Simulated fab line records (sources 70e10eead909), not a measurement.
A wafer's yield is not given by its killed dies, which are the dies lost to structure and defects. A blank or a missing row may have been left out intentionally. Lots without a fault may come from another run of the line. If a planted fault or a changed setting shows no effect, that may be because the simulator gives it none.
Which tool did it?	flow nandHarc	Sampling: 22 lots, 66 wafers, 6 of 1159 route steps

WHAT EACH GAUGE READ, for each wafer
No reading from a measuring or inspecting step in the record can be judged against a usual standard deviation.

WHAT TOOL EACH LOT RAN ON (gives the tool, then ch and the chambers of the sampled wafers, and finally the start)
lot	NHARC_P_M2_ANNEAL_31	NHARC_P_BONDPAD_ACTIVATE_29	NHARC_A_CHANNEL_HOLE_D1_ETCH_16	NHARC_A_CHANNEL_HOLE_D1_ETCH_25	NHARC_A_CHANNEL_HOLE_D1_STRIP_27	NHARC_A_CHANNEL_FILL_D1_STRIP_28
L075	rtpAnneal-02 ch 0, day 6 14:56	rieDiel-10 ch 0,2,3, day 6 20:32	rieDiel-09 ch 1,2,3, day 8 21:34 or earlier	harEtch-01 ch 0,1, day 8 21:34	rieDiel-01 ch 0,1,3, day 9 23:37 or earlier	rieDiel-06 ch 0,1,2, day 9 23:37
L074	rtpAnneal-02 ch 0, day 6 15:35	rieDiel-10 ch 1,2,3, day 6 21:10	rieDiel-01 ch 0,2,3, day 8 20:24 or earlier	harEtch-02 ch 0,1, day 8 20:24	rieDiel-08 ch 0,1,3, day 9 23:37 or earlier	rieDiel-12 ch 0,1,3, day 9 23:37
L077	rtpAnneal-02 ch 0, day 6 18:37	rieDiel-10 ch 0,3, day 7 00:13	rieDiel-01 ch 0,1,2, day 9 00:35 or earlier	harEtch-02 ch 0,1, day 9 00:35	rieDiel-08 ch 2,3, day 10 03:58 or earlier	rieDiel-12 ch 0,1,3, day 10 03:58
L076	rtpAnneal-01 ch 0, day 6 23:34	rieDiel-10 ch 0,1,3, day 7 05:04	rieDiel-08 ch 1,2,3, day 9 05:06 or earlier	harEtch-01 ch 0,1, day 9 05:06	rieDiel-01 ch 0,1, day 10 08:37 or earlier	rieDiel-06 ch 0,1, day 10 08:37
L078	rtpAnneal-02 ch 0, day 7 05:13	rieDiel-10 ch 0,2, day 7 10:34	rieDiel-01 ch 1,2,3, day 9 09:25 or earlier	harEtch-01 ch 0, day 9 09:25	rieDiel-08 ch 1,2, day 10 13:47 or earlier	rieDiel-06 ch 0,2, day 10 13:47
L079	rtpAnneal-02 ch 0, day 7 05:50	rieDiel-10 ch 0,1,3, day 7 11:34	rieDiel-09 ch 1,3, day 9 06:42 or earlier	harEtch-02 ch 0,1, day 9 06:42	rieDiel-09 ch 2,3, day 10 08:37 or earlier	rieDiel-12 ch 0,2,3, day 10 08:37
L082	rtpAnneal-01 ch 0, day 8 03:38	rieDiel-13 ch 0,1,2, day 8 09:04	rieDiel-09 ch 2,3, day 10 18:34 or earlier	harEtch-02 ch 0,1, day 10 18:34	rieDiel-09 ch 1,2, day 11 22:29 or earlier	rieDiel-12 ch 0,1, day 11 22:29
L081	rtpAnneal-02 ch 0, day 8 04:23	rieDiel-13 ch 1,2,3, day 8 09:57	rieDiel-08 ch 2,3, day 10 05:53 or earlier	harEtch-01 ch 0,1, day 10 05:53	rieDiel-09 ch 1,2,3, day 11 10:20 or earlier	rieDiel-12 ch 1,2,3, day 11 10:20
L080	rtpAnneal-01 ch 0, day 8 04:50	rieDiel-13 ch 0,2,3, day 8 10:17	rieDiel-09 ch 1,2,3, day 10 10:39 or earlier	harEtch-01 ch 0,1, day 10 10:39	rieDiel-08 ch 0,1,2, day 11 16:50 or earlier	rieDiel-12 ch 0,1,2, day 11 16:50
L083	rtpAnneal-01 ch 0, day 8 13:13	rieDiel-13 ch 1,2,3, day 8 19:28	rieDiel-09 ch 0,1,3, day 10 16:22 or earlier	harEtch-01 ch 0,1, day 10 16:22	rieDiel-09 ch 0,1,3, day 11 16:50 or earlier	rieDiel-06 ch 1,2,3, day 11 16:50
L084	rtpAnneal-01 ch 0, day 8 21:50	rieDiel-13 ch 1,2,3, day 9 03:32	rieDiel-08 ch 0,1,2, day 10 23:41 or earlier	harEtch-01 ch 0,1, day 10 23:41	rieDiel-08 ch 0,1,3, day 12 02:57 or earlier	rieDiel-03 ch 0,1,2, day 12 02:57
L086	rtpAnneal-01 ch 0, day 9 09:02	rieDiel-10 ch 0,3, day 9 14:25	rieDiel-08 ch 0,1,2, day 11 20:10 or earlier	harEtch-01 ch 0,1, day 11 20:10	rieDiel-08 ch 2,3, day 12 23:35 or earlier	rieDiel-06 ch 1,2,3, day 12 23:35
L085	rtpAnneal-01 ch 0, day 9 09:44	rieDiel-10 ch 0,2,3, day 9 15:40	rieDiel-01 ch 1,2,3, day 11 15:43 or earlier	harEtch-01 ch 0,1, day 11 15:43	rieDiel-08 ch 0,1,3, day 12 18:51 or earlier	rieDiel-03 ch 0,1,2, day 12 18:51
L089	rtpAnneal-01 ch 0, day 9 11:56	rieDiel-10 ch 0,1, day 9 17:27	rieDiel-09 ch 0,1,2, day 11 16:43 or earlier	harEtch-02 ch 0,1, day 11 16:43	rieDiel-08 ch 0,1,3, day 12 18:49 or earlier	rieDiel-12 ch 1,2, day 12 18:49
L087	rtpAnneal-02 ch 0, day 9 15:07	rieDiel-10 ch 0,1,3, day 9 20:55	rieDiel-08 ch 1,2,3, day 11 21:02 or earlier	harEtch-02 ch 0,1, day 11 21:02	rieDiel-01 ch 1,2,3, day 12 23:35 or earlier	rieDiel-03 ch 0,1, day 12 23:35
L088	rtpAnneal-02 ch 0, day 9 20:54	rieDiel-10 ch 0,1,3, day 10 03:10	rieDiel-08 ch 0,1,3, day 12 04:35 or earlier	harEtch-02 ch 0,1, day 12 04:35	rieDiel-08 ch 1,2,3, day 13 10:26 or earlier	rieDiel-12 ch 1,2,3, day 13 10:26
L090	rtpAnneal-01 ch 0, day 10 12:11	rieDiel-10 ch 0,1,3, day 10 17:38	rieDiel-09 ch 1,2,3, day 12 17:07 or earlier	harEtch-01 ch 0,1, day 12 17:07	rieDiel-01 ch 0,1,2, day 13 23:16 or earlier	rieDiel-06 ch 0,1, day 13 23:16
L091	rtpAnneal-01 ch 0, day 10 12:44	rieDiel-02 ch 0,1,3, day 10 18:09	rieDiel-08 ch 0,1,3, day 12 16:38 or earlier	harEtch-02 ch 0,1, day 12 16:38	rieDiel-08 ch 0,2,3, day 13 23:15 or earlier	rieDiel-12 ch 0,2,3, day 13 23:15
L092	rtpAnneal-01 ch 0, day 10 18:49	rieDiel-02 ch 0,2,3, day 11 00:18	rieDiel-09 ch 0,1, day 13 01:00 or earlier	harEtch-01 ch 0,1, day 13 01:00	rieDiel-01 ch 0,3, day 14 04:14 or earlier	rieDiel-12 ch 0,3, day 14 04:14
L093	rtpAnneal-02 ch 0, day 10 23:13	rieDiel-10 ch 0,1,2, day 11 04:52	rieDiel-08 ch 0,2, day 13 00:40 or earlier	harEtch-02 ch 1, day 13 00:40	rieDiel-08 ch 0,1,3, day 14 04:14 or earlier	rieDiel-06 ch 0,1,3, day 14 04:14
L096	rtpAnneal-02 ch 0, day 11 16:30	rieDiel-02 ch 0,3, day 11 21:49	rieDiel-01 ch 0,1, day 13 16:10 or earlier	harEtch-02 ch 0,1, day 13 16:10	rieDiel-01 ch 1,2, day 14 18:55 or earlier	rieDiel-12 ch 1,2, day 14 18:55
L097	rtpAnneal-02 ch 0, day 11 23:47	rieDiel-10 ch 0,1,3, day 12 05:22	rieDiel-09 ch 0,1,3, day 14 04:22 or earlier	harEtch-02 ch 0,1, day 14 04:22	rieDiel-09 ch 0,2,3, day 15 07:38 or earlier	rieDiel-12 ch 1,2, day 15 07:38
- NHARC_P_M2_ANNEAL_31: time 90 s.
- NHARC_P_BONDPAD_ACTIVATE_29: chemistry N2, time 60 s.
- NHARC_A_CHANNEL_HOLE_D1_ETCH_16: etches the open film in O2/COS, target depth 3100 nm, time 806 s.
- NHARC_A_CHANNEL_HOLE_D1_ETCH_25: etches the open film in C4F8/O2/Ar, time 1040.2 s, target depth 1500 nm.
- NHARC_A_CHANNEL_HOLE_D1_STRIP_27: strips in O2.
- NHARC_A_CHANNEL_FILL_D1_STRIP_28: strips in O2, time 20 s.

WHAT THE TOOLS THEMSELVES READ (means of the sampled wafers that have a number; where no wafer has one, the mark that the record gives instead)
NHARC_P_M2_ANNEAL_31.
lot	tool	annealTempC (C)	wafer_temp_C_max
L075	rtpAnneal-02	224.96	226.5
L074	rtpAnneal-02	224.99	226.4
L077	rtpAnneal-02	225.04	226.5
L076	rtpAnneal-01	224.95	225.9
L078	rtpAnneal-02	224.93	226.9
L079	rtpAnneal-02	225.17	226.3
L082	rtpAnneal-01	224.92	226.1
L081	rtpAnneal-02	224.72	226.4
L080	rtpAnneal-01	224.97	225.6
L083	rtpAnneal-01	225.08	226.1
L084	rtpAnneal-01	224.90	225.9
L086	rtpAnneal-01	224.83	225.9
L085	rtpAnneal-01	225.17	225.9
L089	rtpAnneal-01	224.93	225.8
L087	rtpAnneal-02	224.93	226.4
L088	rtpAnneal-02	225.15	226.2
L090	rtpAnneal-01	225.11	225.9
L091	rtpAnneal-01	224.96	226.1
L092	rtpAnneal-01	224.98	226.1
L093	rtpAnneal-02	225.08	226.2
L096	rtpAnneal-02	224.87	226.8
L097	rtpAnneal-02	225.03	226.5

NHARC_P_BONDPAD_ACTIVATE_29.
lot	tool	drypumpMotorCurrentA (A)	oesProductAu (a.u.)	rfVppV (V)	showerheadPlenumPTorr (Torr)
L075	rieDiel-10	5.6	1.012	64.7	1.75
L074	rieDiel-10	5.4	1.001	64.1	1.72
L077	rieDiel-10	5.8	1.012	63.7	1.70
L076	rieDiel-10	5.5	1.005	64.1	1.70
L078	rieDiel-10	5.4	0.997	64.6	1.80
L079	rieDiel-10	5.5	1.003	63.5	1.71
L082	rieDiel-13	5.6	0.988	64.0	1.76
L081	rieDiel-13	5.7	0.990	63.9	1.71
L080	rieDiel-13	5.7	0.997	63.3	1.76
L083	rieDiel-13	5.7	0.997	64.3	1.71
L084	rieDiel-13	5.7	0.995	62.8	1.71
L086	rieDiel-10	5.7	1.004	64.1	1.69
L085	rieDiel-10	5.5	0.991	62.9	1.74
L089	rieDiel-10	5.3	1.007	63.9	1.70
L087	rieDiel-10	5.6	0.998	64.8	1.70
L088	rieDiel-10	5.5	1.000	63.4	1.70
L090	rieDiel-10	5.5	0.998	63.3	1.70
L091	rieDiel-02	6.0	0.987	64.6	1.74
L092	rieDiel-02	5.6	1.001	64.0	1.79
L093	rieDiel-10	5.3	1.003	62.9	1.75
L096	rieDiel-02	5.8	1.000	64.3	1.75
L097	rieDiel-10	5.5	1.006	63.7	1.70

NHARC_A_CHANNEL_HOLE_D1_ETCH_16.
lot	tool	drypumpMotorCurrentA (A)	oesProductAu (a.u.)	rfVppV (V)	showerheadPlenumPTorr (Torr)	throttleValvePct (%)
L075	rieDiel-09	5.3	0.988	314.3	3.14	28.331
L074	rieDiel-01	5.8	0.995	314.7	3.05	28.342
L077	rieDiel-01	6.0	1.002	312.3	2.96	28.326
L076	rieDiel-08	6.0	1.004	313.7	3.16	28.333
L078	rieDiel-01	5.8	1.001	314.2	3.06	28.336
L079	rieDiel-09	5.2	0.993	315.5	3.21	28.321
L082	rieDiel-09	5.3	0.989	315.5	3.20	28.337
L081	rieDiel-08	5.6	0.997	314.3	3.15	28.327
L080	rieDiel-09	5.3	0.994	315.0	3.14	28.332
L083	rieDiel-09	5.2	0.997	313.4	3.13	28.325
L084	rieDiel-08	6.3	1.009	315.9	3.26	28.323
L086	rieDiel-08	6.2	1.002	317.1	3.26	28.334
L085	rieDiel-01	5.8	0.991	313.5	3.06	28.326
L089	rieDiel-09	5.2	0.994	312.1	3.01	28.339
L087	rieDiel-08	6.0	1.005	314.8	3.16	28.328
L088	rieDiel-08	6.2	1.005	315.2	3.17	28.324
L090	rieDiel-09	5.2	0.993	314.2	3.13	28.325
L091	rieDiel-08	6.2	1.006	314.7	3.17	28.334
L092	rieDiel-09	5.1	1.004	313.9	3.07	28.329
L093	rieDiel-08	6.2	0.998	315.7	3.25	28.327
L096	rieDiel-01	5.8	0.993	311.5	2.94	28.328
L097	rieDiel-09	5.2	0.998	314.3	3.13	28.318

NHARC_A_CHANNEL_HOLE_D1_ETCH_25.
lot	tool	drypumpMotorCurrentA (A)	heBacksideLeakSccm (sccm)	showerheadPlenumPTorr (Torr)	throttleValvePct (%)
L075	harEtch-01	5.1	5.9	3.76	32.230
L074	harEtch-02	6.0	4.9	3.82	32.238
L077	harEtch-02	5.8	4.9	3.84	32.233
L076	harEtch-01	5.1	5.8	3.76	32.234
L078	harEtch-01	5.0	5.7	3.81	32.230
L079	harEtch-02	6.0	4.7	3.81	32.238
L082	harEtch-02	5.9	5.1	3.83	32.228
L081	harEtch-01	5.3	5.7	3.69	32.230
L080	harEtch-01	5.1	5.7	3.75	32.234
L083	harEtch-01	5.3	5.8	3.69	32.241
L084	harEtch-01	5.1	5.8	3.74	32.242
L086	harEtch-01	5.1	5.8	3.74	32.229
L085	harEtch-01	5.1	5.8	3.74	32.245
L089	harEtch-02	5.8	4.8	3.82	32.237
L087	harEtch-02	5.8	4.8	3.82	32.237
L088	harEtch-02	5.8	5.3	3.82	32.233
L090	harEtch-01	5.1	6.0	3.73	32.236
L091	harEtch-02	5.8	5.2	3.82	32.232
L092	harEtch-01	5.1	5.9	3.73	32.235
L093	harEtch-02	6.1	5.3	3.76	32.236
L096	harEtch-02	5.8	5.2	3.81	32.235
L097	harEtch-02	6.0	5.4	3.78	32.232

NHARC_A_CHANNEL_HOLE_D1_STRIP_27.
lot	tool	drypumpMotorCurrentA (A)	oesProductAu (a.u.)	rfVppV (V)	showerheadPlenumPTorr (Torr)	throttleValvePct (%)
L075	rieDiel-01	5.6	1.002	56.8	3.43	17.034
L074	rieDiel-08	6.2	1.004	57.8	3.58	17.040
L077	rieDiel-08	5.6	1.001	56.9	3.46	17.039
L076	rieDiel-01	5.8	0.995	57.4	3.33	17.037
L078	rieDiel-08	6.0	1.003	58.3	3.67	17.029
L079	rieDiel-09	5.3	0.989	58.1	3.47	17.038
L082	rieDiel-09	5.2	0.997	57.8	3.40	17.025
L081	rieDiel-09	5.2	1.000	58.1	3.54	17.038
L080	rieDiel-08	6.2	0.997	57.3	3.68	17.035
L083	rieDiel-09	5.2	0.995	58.1	3.54	17.037
L084	rieDiel-08	6.2	1.000	57.6	3.58	17.033
L086	rieDiel-08	5.7	1.002	57.6	3.45	17.038
L085	rieDiel-08	6.2	1.006	58.4	3.58	17.037
L089	rieDiel-08	6.2	1.015	58.4	3.58	17.036
L087	rieDiel-01	5.8	0.996	57.4	3.46	17.030
L088	rieDiel-08	6.0	0.998	58.0	3.57	17.046
L090	rieDiel-01	6.1	0.991	58.0	3.35	17.031
L091	rieDiel-08	5.9	1.003	58.3	3.56	17.029
L092	rieDiel-01	5.4	0.995	57.8	3.52	17.033
L093	rieDiel-08	6.2	1.001	58.5	3.58	17.038
L096	rieDiel-01	6.3	0.992	56.7	3.38	17.039
L097	rieDiel-09	5.3	1.001	58.2	3.47	17.036

NHARC_A_CHANNEL_FILL_D1_STRIP_28.
lot	tool	drypumpMotorCurrentA (A)	oesProductAu (a.u.)	rfVppV (V)	showerheadPlenumPTorr (Torr)	throttleValvePct (%)
L075	rieDiel-06	5.4	0.997	57.3	3.38	17.028
L074	rieDiel-12	6.0	0.999	57.4	3.43	17.034
L077	rieDiel-12	6.0	0.995	57.4	3.43	17.028
L076	rieDiel-06	5.3	0.998	57.2	3.46	17.040
L078	rieDiel-06	5.7	0.993	57.9	3.46	17.045
L079	rieDiel-12	6.2	0.993	56.7	3.41	17.033
L082	rieDiel-12	6.5	0.999	57.0	3.41	17.034
L081	rieDiel-12	5.9	0.996	57.5	3.48	17.033
L080	rieDiel-12	6.4	0.997	57.7	3.46	17.027
L083	rieDiel-06	5.5	1.004	57.5	3.42	17.042
L084	rieDiel-03	5.9	1.000	57.4	3.53	17.036
L086	rieDiel-06	5.6	0.994	58.3	3.42	17.028
L085	rieDiel-03	5.9	1.001	57.5	3.53	17.039
L089	rieDiel-12	6.5	0.995	58.1	3.50	17.032
L087	rieDiel-03	6.1	0.999	57.4	3.39	17.043
L088	rieDiel-12	6.0	0.995	57.3	3.48	17.043
L090	rieDiel-06	5.0	1.003	57.5	3.38	17.040
L091	rieDiel-12	6.2	0.994	57.8	3.41	17.040
L092	rieDiel-12	5.8	0.993	57.1	3.39	17.039
L093	rieDiel-06	5.4	1.008	57.7	3.49	17.040
L096	rieDiel-12	6.2	0.992	57.2	3.52	17.040
L097	rieDiel-12	6.2	0.991	57.7	3.52	17.040

THE ANSWER, worked out from the rows above alone
Rule: what is usual is taken from the lots themselves. The widest of any qualifying gaps counts: lots, ordered by their means at a reading, are off when they make up no more than a third of the lots, leave a main group of 4 or more, and stand apart from it by 3 or more times the standard deviation of that group's means. Not used: any main group whose means are identical at the precision the tables above print for the reading. A lot without any number at a reading at which 4 lots or more have one is off too. Any other lot the step has rows for is counted as sound. Order of review: gauges by route order, followed by the tools' own readings, for which a lot's mean as printed above is used. At the first step where some lot is off, the reading lying furthest off is the one used; lots without a number count as furthest.
Across all readings shown, no lot is off: no conclusion can be drawn from this.

WHAT THE SIMULATOR PUT IN
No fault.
